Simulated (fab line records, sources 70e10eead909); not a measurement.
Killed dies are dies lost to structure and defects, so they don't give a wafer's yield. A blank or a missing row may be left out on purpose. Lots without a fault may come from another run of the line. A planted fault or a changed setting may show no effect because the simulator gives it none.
Which tool did it? | flow nand_harc | 13 lots, 39 wafers sampled, at 5 steps of a route of 1302

WHAT THE GAUGES READ, wafer by wafer
NHARC_A_DECK1_JOINT_THK_MEAS_14: measures by ellipsometry.
lot  | measured     | on            | thk_nm (nm)
L856 | day 11 15:51 | film_metro-02 | 48.9 50.7 51.7
L857 | day 12 02:08 | film_metro-02 | 51.1 47.8 51.6
L859 | day 12 05:50 | film_metro-02 | 52.7 51.7 53.5
L858 | day 12 05:50 | film_metro-01 | 50.8 50.2 51.3
L860 | day 13 04:23 | film_metro-02 | 52.1 51.6 50.9
L861 | day 13 18:23 | film_metro-01 | 49.7 51.1 51.4
L863 | day 14 13:12 | film_metro-02 | 49.4 49.6 50.3
L862 | day 14 17:06 | film_metro-02 | 51.8 50.6 51.8
L864 | day 14 22:38 | film_metro-01 | 50.2 49.5 50.6
L866 | day 15 12:20 | film_metro-01 | 48.7 49.5 50.2
L874 | day 18 21:30 | film_metro-02 | 49.3 49.3 47.5
L877 | day 20 13:53 | film_metro-02 | 51.4 52.1 50.8
L879 | day 20 23:47 | film_metro-01 | 50.4 49.3 50.3

NHARC_END_SORT_01.
lot  | measured     | on        | killed_at_array | killed_at_other | killed_at_periphery | killed_dies | killed_open | killed_short
L877 | day 33 07:47 | prober-01 | 38 501 485      | 3 4 3           | 3 1 1               | 44 506 489  | 3 1 1       | 1 1 0

WHICH TOOL RAN EACH LOT (tool, then ch and the chambers of the sampled wafers, then the start)
lot  | NHARC_A_CHANNEL_FILL_D1_CMP_10 | NHARC_A_DECK1_JOINT_CMP_13    | NHARC_A_DECK1_JOINT_CMP_02
L856 | cmp-04 ch 0,2, day 11 05:01    | cmp-03 ch 1,3, day 11 15:36   | cmp-03 ch 0,3, day 12 13:49
L857 | cmp-02 ch 1,2,3, day 11 11:17  | cmp-03 ch 0,1, day 12 01:53   | cmp-02 ch 1,2,3, day 12 23:59
L859 | cmp-02 ch 0,2, day 11 19:01    | cmp-04 ch 0,1,2, day 12 05:36 | cmp-02 ch 1,2, day 13 06:26
L858 | cmp-04 ch 0,2,3, day 11 19:04  | cmp-02 ch 0,1,2, day 12 05:35 | cmp-04 ch 0,2,3, day 13 06:24
L860 | cmp-02 ch 0,1,2, day 12 17:37  | cmp-04 ch 0,1,3, day 13 04:11 | cmp-03 ch 0,1,3, day 14 09:20
L861 | cmp-02 ch 1,3, day 13 07:23    | cmp-03 ch 0,2,3, day 13 18:09 | cmp-02 ch 1,3, day 14 17:44
L863 | cmp-01 ch 1,2,3, day 14 02:22  | cmp-02 ch 1,2, day 14 12:56   | cmp-04 ch 0,3, day 15 15:14
L862 | cmp-02 ch 2,3, day 14 05:57    | cmp-04 ch 0,1,2, day 14 16:53 | cmp-03 ch 2,3, day 15 15:12
L864 | cmp-02 ch 0,1, day 14 11:46    | cmp-02 ch 0,3, day 14 22:24   | cmp-02 ch 0,1,2, day 16 00:57
L866 | cmp-02 ch 0,1,2, day 15 01:12  | cmp-02 ch 1,2,3, day 15 12:08 | cmp-04 ch 0,3, day 16 07:07
L874 | cmp-04 ch 0,2,3, day 18 10:42  | cmp-03 ch 0,2,3, day 18 21:14 | cmp-02 ch 0,1,3, day 19 18:20
L877 | cmp-04 ch 0,2, day 20 02:55    | cmp-04 ch 1,2, day 20 13:38   | cmp-04 ch 0,1,2, day 21 10:48
L879 | cmp-01 ch 0,1,3, day 20 12:46  | cmp-02 ch 0,2,3, day 20 23:31 | cmp-03 ch 0,2,3, day 22 00:19
- NHARC_A_CHANNEL_FILL_D1_CMP_10: polishes, target thk 150 nm.
- NHARC_A_DECK1_JOINT_CMP_13: polishes, target thk 51.023 nm.
- NHARC_A_DECK1_JOINT_CMP_02: polishes SiOx.

WHAT THE TOOLS THEMSELVES READ (means of the sampled wafers that have a number; where no wafer has one, the mark that the record gives instead)
NHARC_A_CHANNEL_FILL_D1_CMP_10.
lot  | tool   | motor_current_A (A) | time_to_endpoint_s (s)
L856 | cmp-04 | 10.7                | 15.2
L857 | cmp-02 | 11.4                | 13.4
L859 | cmp-02 | 11.7                | 13.5
L858 | cmp-04 | 10.8                | 15.7
L860 | cmp-02 | 11.8                | 16.4
L861 | cmp-02 | 11.4                | 13.9
L863 | cmp-01 | 12.1                | 15.0
L862 | cmp-02 | 10.3                | 12.7
L864 | cmp-02 | 12.0                | 15.3
L866 | cmp-02 | 12.1                | 13.3
L874 | cmp-04 | 10.8                | 14.9
L877 | cmp-04 | 11.5                | 16.5
L879 | cmp-01 | 12.3                | 16.7

NHARC_A_DECK1_JOINT_CMP_13.
lot  | tool   | motor_current_A (A) | time_to_endpoint_s (s)
L856 | cmp-03 | 12.2                | 9.6
L857 | cmp-03 | 12.6                | 12.5
L859 | cmp-04 | 11.0                | 11.8
L858 | cmp-02 | 11.9                | 6.8
L860 | cmp-04 | 11.2                | 11.4
L861 | cmp-03 | 12.6                | 9.5
L863 | cmp-02 | 12.7                | 8.7
L862 | cmp-04 | 11.2                | 10.2
L864 | cmp-02 | 11.4                | 8.4
L866 | cmp-02 | 11.5                | 9.4
L874 | cmp-03 | 12.7                | 11.5
L877 | cmp-04 | 10.3                | 8.7
L879 | cmp-02 | 11.2                | 6.6

NHARC_A_DECK1_JOINT_CMP_02.
lot  | tool   | motor_current_A (A)
L856 | cmp-03 | 12.9
L857 | cmp-02 | 11.1
L859 | cmp-02 | 12.5
L858 | cmp-04 | 10.4
L860 | cmp-03 | 12.1
L861 | cmp-02 | 10.6
L863 | cmp-04 | 10.7
L862 | cmp-03 | 12.2
L864 | cmp-02 | 11.9
L866 | cmp-04 | 10.7
L874 | cmp-02 | 11.2
L877 | cmp-04 | 11.5
L879 | cmp-03 | 12.4

THE ANSWER, worked out from the rows above alone
Rule: what is usual is taken from the lots themselves. Put in order of their means at a reading, lots are off if they are a third of the lots or fewer, leave a main group of 4 or more, and stand apart from it by a gap of 3 or more times the standard deviation of the main group's means; of several such gaps the widest counts. A main group whose means are all the same, to the digits that the tables above print for the reading, isn't used. A lot without any number at a reading at which 4 lots or more have one is off too. The other lots that the step has rows for count as sound. The gauges are gone through in route order, then the tools' own readings, and for those a lot's mean is taken as printed above. The first step at which some lot is off is used, and at that step the reading that is off furthest; a lot without a number counts as furthest.
No lot is off at any reading shown: from this, nothing can be told.

WHAT THE SIMULATOR HAD PUT IN
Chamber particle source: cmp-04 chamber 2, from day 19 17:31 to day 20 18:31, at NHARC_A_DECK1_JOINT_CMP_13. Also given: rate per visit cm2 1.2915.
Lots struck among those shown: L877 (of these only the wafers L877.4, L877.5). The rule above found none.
